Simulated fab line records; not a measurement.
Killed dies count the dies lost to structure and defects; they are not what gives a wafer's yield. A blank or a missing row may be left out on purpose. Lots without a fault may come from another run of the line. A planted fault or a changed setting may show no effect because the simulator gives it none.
Chamber matching || flow n5 finfet || N5_BEOL_M0_SAQP_MANDREL_ETCH_20 on rie si-02: 4 sister chambers
The step etches a-Si in HBr/Cl2, stops on SiNx, target depth 60 nm, bt time 10 s, time 30 s. 4 wafers are shown with their chamber, then 11 later ones without.

== WAFERS, EACH WITH ITS CHAMBER ==
{"wafer": "L090.1", "chamber": 0, "drypump motor current A (A)": 5.4}
{"wafer": "L090.3", "chamber": 1, "drypump motor current A (A)": 5.8}
{"wafer": "L090.4", "chamber": 2, "drypump motor current A (A)": 5.2}
{"wafer": "L092.1", "chamber": 3, "drypump motor current A (A)": 6.1}

== WAFERS MISSING THEIR CHAMBER ==
{"wafer": "L092.4", "drypump motor current A (A)": 5.8}
{"wafer": "L092.6", "drypump motor current A (A)": 5.8}
{"wafer": "L093.1", "drypump motor current A (A)": 5.8}
{"wafer": "L093.2", "drypump motor current A (A)": 5.4}
{"wafer": "L093.4", "drypump motor current A (A)": 5.3}
{"wafer": "L094.1", "drypump motor current A (A)": 5.8}
{"wafer": "L094.5", "drypump motor current A (A)": 6.1}
{"wafer": "L094.6", "drypump motor current A (A)": 5.4}
{"wafer": "L095.3", "drypump motor current A (A)": 5.8}
{"wafer": "L095.5", "drypump motor current A (A)": 5.4}
{"wafer": "L095.6", "drypump motor current A (A)": 5.8}

== THE CHAMBER EACH PASSED THROUGH ==
{"wafer": "L092.4", "from the rows above": 1, "in truth": 1}
{"wafer": "L092.6", "from the rows above": 1, "in truth": 1}
{"wafer": "L093.1", "from the rows above": 1, "in truth": 1}
{"wafer": "L093.2", "from the rows above": 0, "in truth": 0}
{"wafer": "L093.4", "from the rows above": "can't be placed: 2 or 0", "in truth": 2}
{"wafer": "L094.1", "from the rows above": 1, "in truth": 1}
{"wafer": "L094.5", "from the rows above": 3, "in truth": 3}
{"wafer": "L094.6", "from the rows above": 0, "in truth": 0}
{"wafer": "L095.3", "from the rows above": 1, "in truth": 1}
{"wafer": "L095.5", "from the rows above": 0, "in truth": 0}
{"wafer": "L095.6", "from the rows above": 1, "in truth": 1}
Correctly placed: 10 of 11. Cannot be placed on the basis of these rows: 1; the candidates contain the true chamber in 1. Placed wrongly: 0.
How it was worked out, from the rows above alone: a wafer's distance from a chamber is the root of the sum, over the readings, of the square of ((its reading less the chamber's mean) divided by the reading's scatter). The wafer belongs to the nearest chamber; if the next one is less than 2 further off, it can't be placed. A chamber's mean is the mean of its shown wafers. The scatter: root of mean squared gap, hidden wafer to nearest shown wafer, with one shown wafer a chamber.
